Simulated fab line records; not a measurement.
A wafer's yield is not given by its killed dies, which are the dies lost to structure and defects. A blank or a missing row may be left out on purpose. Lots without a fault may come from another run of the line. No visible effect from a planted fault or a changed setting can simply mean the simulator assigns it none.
Matching of chambers | flow n5-finfet | rie-diel-02 running N5_BEOL_M4_VIA_ETCH_34: 4 sister chambers
The step etches the open film in C4F6/O2, target depth 69.4 nm, time 65.9 s. 4 wafers are shown with their chamber, then 8 later ones without.

WAFERS PAIRED WITH THEIR CHAMBERS
wafer  | chamber | throttle-valve-pct (%)
L081.6 | 1       | 30.52
L084.1 | 0       | 30.79
L087.6 | 2       | 31.24
L088.2 | 3       | 30.61

WAFERS MISSING THEIR CHAMBER
wafer  | throttle-valve-pct (%)
L088.4 | 31.26
L088.6 | 30.60
L089.2 | 30.80
L089.3 | 30.61
L089.6 | 30.62
L092.3 | 31.26
L092.4 | 30.61
L092.6 | 31.25

CHAMBER TAKEN BY EACH
wafer  | from the rows above | in truth
L088.4 | 2                   | 2
L088.6 | 3                   | 3
L089.2 | 0                   | 0
L089.3 | 3                   | 3
L089.6 | 3                   | 3
L092.3 | 2                   | 2
L092.4 | 3                   | 3
L092.6 | 2                   | 2
Correct placement for 8 of the 8. From these rows, 0 cannot be placed. Number placed wrongly: 0.
How it was worked out, from the rows above alone: a wafer's distance from a chamber is the root of the sum, over the readings, of the square of ((its reading less the chamber's mean) divided by the reading's scatter). The wafer belongs to the nearest chamber; if the next one is less than 2 further off, it can't be placed. The mean given for a chamber averages the wafers shown for that chamber. The scatter: root of mean squared gap, hidden wafer to nearest shown wafer, with one shown wafer a chamber.
